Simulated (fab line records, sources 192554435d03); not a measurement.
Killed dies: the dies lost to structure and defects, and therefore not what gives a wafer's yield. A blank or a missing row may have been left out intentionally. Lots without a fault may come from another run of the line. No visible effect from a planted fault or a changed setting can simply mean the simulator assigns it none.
Chamber matching :: flow n5Finfet :: 4 sister chambers for N5_DUMMY_GATE_STRIP_41 on rieDiel-01
The step strips in O2. 20 wafers are shown with their chamber, then 10 later ones without.

== EACH WAFER AND ITS CHAMBER ==
wafer: L082.1
chamber: 0
showerheadPlenumPTorr (Torr): 2.13
throttleValvePct (%): 16.70
drypumpMotorCurrentA (A): 6.3

wafer: L082.2
chamber: 2
showerheadPlenumPTorr (Torr): 1.98
throttleValvePct (%): 16.92
drypumpMotorCurrentA (A): 5.8

wafer: L082.3
chamber: 3
showerheadPlenumPTorr (Torr): 2.13
throttleValvePct (%): 16.59
drypumpMotorCurrentA (A): 5.8

wafer: L082.4
chamber: 1
showerheadPlenumPTorr (Torr): 2.18
throttleValvePct (%): 17.13
drypumpMotorCurrentA (A): 5.8

wafer: L082.5
chamber: 3
showerheadPlenumPTorr (Torr): 2.13
throttleValvePct (%): 16.60
drypumpMotorCurrentA (A): 5.8

wafer: L082.6
chamber: 0
showerheadPlenumPTorr (Torr): 2.13
throttleValvePct (%): 16.71
drypumpMotorCurrentA (A): 6.4

wafer: L083.1
chamber: 0
showerheadPlenumPTorr (Torr): 2.13
throttleValvePct (%): 16.73
drypumpMotorCurrentA (A): 6.3

wafer: L083.2
chamber: 2
showerheadPlenumPTorr (Torr): 1.98
throttleValvePct (%): 16.91
drypumpMotorCurrentA (A): 5.8

wafer: L083.3
chamber: 3
showerheadPlenumPTorr (Torr): 2.13
throttleValvePct (%): 16.59
drypumpMotorCurrentA (A): 5.8

wafer: L085.3
chamber: 3
showerheadPlenumPTorr (Torr): 2.13
throttleValvePct (%): 16.58
drypumpMotorCurrentA (A): 5.8

wafer: L085.5
chamber: 3
showerheadPlenumPTorr (Torr): 2.13
throttleValvePct (%): 16.59
drypumpMotorCurrentA (A): 5.8

wafer: L085.6
chamber: 2
showerheadPlenumPTorr (Torr): 1.98
throttleValvePct (%): 16.94
drypumpMotorCurrentA (A): 5.9

wafer: L088.3
chamber: 2
showerheadPlenumPTorr (Torr): 1.98
throttleValvePct (%): 16.91
drypumpMotorCurrentA (A): 5.8

wafer: L088.5
chamber: 3
showerheadPlenumPTorr (Torr): 2.12
throttleValvePct (%): 16.59
drypumpMotorCurrentA (A): 5.8

wafer: L088.6
chamber: 0
showerheadPlenumPTorr (Torr): 2.12
throttleValvePct (%): 16.74
drypumpMotorCurrentA (A): 6.3

wafer: L092.1
chamber: 3
showerheadPlenumPTorr (Torr): 2.12
throttleValvePct (%): 16.62
drypumpMotorCurrentA (A): 5.8

wafer: L092.2
chamber: 1
showerheadPlenumPTorr (Torr): 2.17
throttleValvePct (%): 17.19
drypumpMotorCurrentA (A): 5.8

wafer: L092.3
chamber: 0
showerheadPlenumPTorr (Torr): 2.12
throttleValvePct (%): 16.74
drypumpMotorCurrentA (A): 6.3

wafer: L092.4
chamber: 2
showerheadPlenumPTorr (Torr): 1.97
throttleValvePct (%): 16.94
drypumpMotorCurrentA (A): 5.9

wafer: L092.5
chamber: 0
showerheadPlenumPTorr (Torr): 2.12
throttleValvePct (%): 16.74
drypumpMotorCurrentA (A): 6.3

SIGNATURES (means of the wafers above)
reading: showerheadPlenumPTorr
chamber 0: 2.1250
chamber 1: 2.1750
chamber 2: 1.9780
chamber 3: 2.1271
scatter within a chamber: 0.00514

reading: throttleValvePct
chamber 0: 16.7267
chamber 1: 17.1600
chamber 2: 16.9240
chamber 3: 16.5943
scatter within a chamber: 0.0181

reading: drypumpMotorCurrentA
chamber 0: 6.317
chamber 1: 5.800
chamber 2: 5.840
chamber 3: 5.800
scatter within a chamber: 0.0356
Rule: distance of a wafer from a chamber = root of the sum over the readings of ((wafer's reading minus chamber's mean) / reading's scatter) squared. If the next closest chamber is less than 2 further off than the closest, the wafer can't be placed; otherwise it belongs to the closest. How the scatter is found: for the shown wafers, subtract from each reading the mean of its chamber, square and add these, divide the total by (wafers less chambers), then take the root.

== WAFERS MISSING THEIR CHAMBER ==
wafer: L092.6
showerheadPlenumPTorr (Torr): 2.12
throttleValvePct (%): 16.63
drypumpMotorCurrentA (A): 5.8

wafer: L093.1
showerheadPlenumPTorr (Torr): 2.12
throttleValvePct (%): 16.60
drypumpMotorCurrentA (A): 5.8

wafer: L093.2
showerheadPlenumPTorr (Torr): 1.97
throttleValvePct (%): 16.94
drypumpMotorCurrentA (A): 5.9

wafer: L093.3
showerheadPlenumPTorr (Torr): 2.17
throttleValvePct (%): 17.18
drypumpMotorCurrentA (A): 5.8

wafer: L093.4
showerheadPlenumPTorr (Torr): 2.12
throttleValvePct (%): 16.74
drypumpMotorCurrentA (A): 6.3

wafer: L093.5
showerheadPlenumPTorr (Torr): 1.97
throttleValvePct (%): 16.92
drypumpMotorCurrentA (A): 5.9

wafer: L093.6
showerheadPlenumPTorr (Torr): 2.17
throttleValvePct (%): 17.19
drypumpMotorCurrentA (A): 5.8

wafer: L097.1
showerheadPlenumPTorr (Torr): 2.12
throttleValvePct (%): 16.77
drypumpMotorCurrentA (A): 6.3

wafer: L097.3
showerheadPlenumPTorr (Torr): 2.12
throttleValvePct (%): 16.62
drypumpMotorCurrentA (A): 5.8

wafer: L097.4
showerheadPlenumPTorr (Torr): 2.17
throttleValvePct (%): 17.19
drypumpMotorCurrentA (A): 5.8

== CHAMBER TAKEN BY EACH ==
wafer: L092.6
from the rows above: 3
in truth: 3

wafer: L093.1
from the rows above: 3
in truth: 3

wafer: L093.2
from the rows above: 2
in truth: 2

wafer: L093.3
from the rows above: 1
in truth: 1

wafer: L093.4
from the rows above: 0
in truth: 0

wafer: L093.5
from the rows above: 2
in truth: 2

wafer: L093.6
from the rows above: 1
in truth: 1

wafer: L097.1
from the rows above: 0
in truth: 0

wafer: L097.3
from the rows above: 3
in truth: 3

wafer: L097.4
from the rows above: 1
in truth: 1
Correctly placed: 10 of 10. From these rows, 0 cannot be placed. Wrongly placed: 0.
